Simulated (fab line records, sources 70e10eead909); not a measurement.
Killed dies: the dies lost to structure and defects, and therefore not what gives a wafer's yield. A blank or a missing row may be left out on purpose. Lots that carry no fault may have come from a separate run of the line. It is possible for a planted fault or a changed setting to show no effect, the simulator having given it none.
What tool caused it? + flow nand harc + route of 1302 steps, sampled at 1 step: 24 lots, 72 wafers

== WHAT THE GAUGES READ, wafer by wafer ==
NHARC_P_M1_INSPECT_27. Usual: raw defect count 314, standard deviation 120.
| lot  | measured     | on                | raw defect count | flag |
|------|--------------|-------------------|------------------|------|
| L074 | day 6 10:19  | defect inspect-02 | 306 298 239      |      |
| L075 | day 6 15:55  | defect inspect-01 | 224 129 267      |      |
| L076 | day 7 07:34  | defect inspect-02 | 230 277 261      |      |
| L077 | day 7 17:08  | defect inspect-02 | 374 747 602      |      |
| L078 | day 8 02:22  | defect inspect-01 | 388 576 366      |      |
| L079 | day 8 09:17  | defect inspect-02 | 498 504 310      |      |
| L080 | day 8 20:59  | defect inspect-01 | 219 208 289      |      |
| L081 | day 9 13:06  | defect inspect-01 | 201 248 198      |      |
| L082 | day 9 13:23  | defect inspect-01 | 270 392 175      |      |
| L083 | day 10 01:47 | defect inspect-02 | 185 163 257      |      |
| L084 | day 10 07:58 | defect inspect-01 | 234 193 182      |      |
| L085 | day 11 02:09 | defect inspect-02 | 153 184 171      |      |
| L086 | day 11 03:06 | defect inspect-02 | 226 222 247      |      |
| L087 | day 11 21:14 | defect inspect-01 | 580 204 291      |      |
| L089 | day 12 11:41 | defect inspect-02 | 428 375 370      |      |
| L088 | day 12 12:13 | defect inspect-01 | 376 348 331      |      |
| L090 | day 13 03:53 | defect inspect-01 | 257 316 151      |      |
| L091 | day 13 09:07 | defect inspect-02 | 347 225 236      |      |
| L092 | day 13 16:02 | defect inspect-02 | 307 395 479      |      |
| L093 | day 14 10:45 | defect inspect-02 | 428 450 314      |      |
| L094 | day 14 15:28 | defect inspect-01 | 211 329 296      |      |
| L095 | day 14 23:34 | defect inspect-01 | 388 391 403      |      |
| L096 | day 15 13:16 | defect inspect-02 | 282 287 220      |      |
| L097 | day 16 07:11 | defect inspect-01 | 178 128 198      |      |

== WHAT TOOL EACH LOT RAN ON (gives the tool, then ch and the chambers of the sampled wafers, and finally the start) ==
Before these readings, the record contains no process step.

== WHAT THE TOOLS THEMSELVES READ (means of the sampled wafers that have a number; where no wafer has one, the mark that the record gives instead) ==
The record holds no such reading with a usual standard deviation.

== THE ANSWER, worked out from the rows above alone ==
Rule: a lot counts as off when the mean over its wafers that have a number is more than 3 standard deviations away from the usual mean. A lot without any number at a reading at which 4 lots or more have one is off too. The other lots that the step has rows for count as sound. First the gauges in route order, then the tools' own readings, where a lot's mean is used as printed above. At the first step where some lot is off, the reading lying furthest off is the one used; lots without a number count as furthest.
None of the lots is off at any reading shown; this tells nothing.

== WHAT THE SIMULATOR HAD PUT IN ==
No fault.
